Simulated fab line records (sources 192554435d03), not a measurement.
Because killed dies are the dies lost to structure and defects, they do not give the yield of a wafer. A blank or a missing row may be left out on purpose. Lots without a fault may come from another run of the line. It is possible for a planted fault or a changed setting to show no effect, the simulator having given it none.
Split-lot experiment ; flow n5-finfet ; on a route of 1938 steps: 7 lots, 21 wafers read

SPLIT DETAILS
At N5_BEOL_M9_ETCH_62 (etches SOC in N2/H2, target depth 110 nm, overetch 22 nm, time 165 s), the setting time-s was moved away from the recipe's 165 s on 12 of the 21 wafers read, by -9.1% to +17.4%. The other wafers ran this setting at the recipe's value.

Reading taken at the split's own step.

THE READING
SiARC_of_BEOL_M9_COAT_60.thk-nm (the simulator's own value, which no gauge read), in nm, at N5_BEOL_M9_ETCH_62 (etches SOC in N2/H2, target depth 110 nm, overetch 22 nm, time 165 s). The file gives no usual value for it. Here, 9 wafers ran the recipe; their average is 23.6 nm with a standard deviation of 0.16 nm.

wafer;tool, chamber at the split;time-s as run, s;against the recipe;SiARC_of_BEOL_M9_COAT_60.thk-nm, nm;against lot-mates on the recipe
L076.3;rie-diel-02, 0;165;recipe;23.2;-
L076.4;rie-diel-02, 3;151.5;-8.2%;24;+0.8
L076.6;rie-diel-02, 1;151.5;-8.2%;24.4;+1.2
L081.1;rie-diel-04, 2,0,1;165;recipe;23.6;-
L081.2;rie-diel-04, 2,0,1;165;recipe;23.6;-
L081.4;rie-diel-04, 2,0,1;165;recipe;23.6;-
L080.1;rie-diel-02, 0;193.7;+17.4%;22.2;-1.6
L080.3;rie-diel-02, 2;193.7;+17.4%;22.6;-1.2
L080.5;rie-diel-02, 2;165;recipe;23.8;-
L084.2;rie-diel-02, 0;150;-9.1%;24;no lot-mate on the recipe
L084.3;rie-diel-02, 2;150;-9.1%;24.4;no lot-mate on the recipe
L084.4;rie-diel-02, 2;150;-9.1%;24.4;no lot-mate on the recipe
L085.1;rie-diel-06, 2,1;154.2;-6.5%;24;+0.4
L085.2;rie-diel-06, 2,1;154.2;-6.5%;24;+0.4
L085.4;rie-diel-06, 1;165;recipe;23.6;-
L093.2;rie-diel-06, 3,0;165;recipe;23.6;-
L093.3;rie-diel-06, 3,0;165;recipe;23.6;-
L093.5;rie-diel-06, 2;165;recipe;23.4;-
L095.1;rie-diel-02, 3;190.8;+15.6%;22.6;no lot-mate on the recipe
L095.2;rie-diel-02, 0;190.8;+15.6%;22.4;no lot-mate on the recipe
L095.5;rie-diel-02, 2;190.8;+15.6%;22.8;no lot-mate on the recipe
The file does not say which wafer passed through which chamber wherever a row lists several chambers: such a row stands for several wafers.

FIT RESULTS
A straight line over all 21 wafers: SiARC_of_BEOL_M9_COAT_60.thk-nm changes by -0.0674 nm for each +1% of time-s; r = -0.96; the points scatter about the line by 0.18 nm.
The same after taking each lot's own level away (the mean of its wafers on the recipe; 15 wafers): -0.0854 nm for each +1%; r = -0.97; scatter 0.18 nm.
According to that fit, moving time-s by its largest amount changes the reading by 1.5 nm.
Measured against the standard deviation above, the lots' own levels, which go from 23.20 to 23.80 nm, span 3.8 times it.
Hence the slope depends on the lot-to-lot level, as the two fits are not the same.
Check: with one of the wafers moved furthest among these (+17.4%) left out of the fit, the line predicts -1.35 nm for it against its lot-mates. Against them it came out at -1.6 nm.

FILE'S OWN FIT
SiARC_of_BEOL_M9_COAT_60.thk-nm changes by -0.0853 nm for each +1% of time-s, r = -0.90.
